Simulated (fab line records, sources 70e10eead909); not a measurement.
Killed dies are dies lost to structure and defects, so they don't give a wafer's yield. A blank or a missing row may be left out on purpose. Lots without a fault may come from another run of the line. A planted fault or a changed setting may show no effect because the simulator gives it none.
Which tool did it? | flow nand_harc | 12 lots, 36 wafers sampled, at 4 steps of a route of 1302

WHAT THE GAUGES READ, wafer by wafer
NHARC_A_SGD_CUT_CD_MEAS_09: target cd 100 nm.
lot  | measured     | on        | cd_nm (nm)
L075 | day 20 10:04 | cd_sem-01 | 99.3 99.5 99.4
L077 | day 21 00:51 | cd_sem-01 | 99.9 99.3 99.5
L079 | day 21 19:52 | cd_sem-03 | 100.7 100.3 100.9
L081 | day 22 10:18 | cd_sem-03 | 100.1 99.4 99.9
L083 | day 23 08:33 | cd_sem-01 | 99.7 99.8 100.1
L085 | day 23 18:33 | cd_sem-01 | 99.7 100.4 100.0
L087 | day 24 11:38 | cd_sem-03 | 101.2 100.8 100.6
L089 | day 25 08:43 | cd_sem-03 | 100.0 99.7 100.3
L090 | day 26 09:51 | cd_sem-03 | 99.4 100.3 99.5
L093 | day 27 04:16 | cd_sem-02 | 99.9 100.0 99.6
L095 | day 28 08:49 | cd_sem-03 | 99.2 99.3 99.4
L097 | day 29 04:50 | cd_sem-03 | 100.2 100.2 100.0

WHICH TOOL RAN EACH LOT (tool, then ch and the chambers of the sampled wafers, then the start)
lot  | NHARC_A_STAIRCASE_ETCH_453                    | NHARC_A_STAIRCASE_DEP_322       | NHARC_A_STAIRCASE_CMP_152
L075 | rie_diel-06 ch 0,1,3, day 19 07:14 or earlier | pecvd-03 ch 0,1,2, day 19 07:14 | cmp-04 ch 0,1,2, day 20 07:32
L077 | rie_diel-03 ch 0,1,3, day 19 21:25 or earlier | pecvd-02 ch 0,2, day 19 21:25   | cmp-03 ch 0,1,2, day 20 22:20
L079 | rie_diel-05 ch 1,2,3, day 20 12:30 or earlier | pecvd-02 ch 0,2, day 20 12:30   | cmp-03 ch 0,3, day 21 17:25
L081 | rie_diel-05 ch 0,1,2, day 20 22:38 or earlier | pecvd-03 ch 0,1,2, day 20 22:38 | cmp-04 ch 1,2, day 22 07:31
L083 | rie_diel-03 ch 1,3, day 22 06:08 or earlier   | pecvd-02 ch 1,2, day 22 06:08   | cmp-04 ch 0,2,3, day 23 06:04
L085 | rie_diel-05 ch 0,1, day 22 14:37 or earlier   | pecvd-01 ch 0,2, day 22 14:37   | cmp-01 ch 1,2,3, day 23 16:01
L087 | rie_diel-06 ch 1,2,3, day 23 06:46 or earlier | pecvd-02 ch 0,1, day 23 06:46   | cmp-01 ch 0,1,3, day 24 09:08
L089 | rie_diel-06 ch 1,2, day 24 05:08 or earlier   | pecvd-02 ch 0,1, day 24 05:08   | cmp-01 ch 0,2,3, day 25 06:21
L090 | rie_diel-05 ch 0,1, day 25 12:32 or earlier   | pecvd-03 ch 0,1,2, day 25 12:32 | cmp-04 ch 0,1, day 26 07:19
L093 | rie_diel-05 ch 1,3, day 26 04:03 or earlier   | pecvd-01 ch 0,1,2, day 26 04:03 | cmp-01 ch 2,3, day 27 01:37
L095 | rie_diel-06 ch 0,1,2, day 27 06:14 or earlier | pecvd-02 ch 0,2, day 27 06:14   | cmp-01 ch 0,2,3, day 28 06:20
L097 | rie_diel-06 ch 1,2, day 28 01:24 or earlier   | pecvd-01 ch 0,1, day 28 01:24   | cmp-01 ch 1,2, day 29 02:20
- NHARC_A_STAIRCASE_ETCH_453: etches the open film in CF4/O2, target depth 30 nm, overetch 3 nm, time 16.5 s.
- NHARC_A_STAIRCASE_DEP_322: deposits SiO2, target thk 7200 nm.
- NHARC_A_STAIRCASE_CMP_152: polishes.

THE ANSWER, worked out from the rows above alone
Rule: what is usual is taken from the lots themselves. Put in order of their means at a reading, lots are off if they are a third of the lots or fewer, leave a main group of 4 or more, and stand apart from it by a gap of 3 or more times the standard deviation of the main group's means; of several such gaps the widest counts. A main group whose means are all the same, to the digits that the tables above print for the reading, isn't used. A lot without any number at a reading at which 4 lots or more have one is off too. The other lots that the step has rows for count as sound.
No lot is off at any reading shown: from this, nothing can be told.

WHAT THE SIMULATOR HAD PUT IN
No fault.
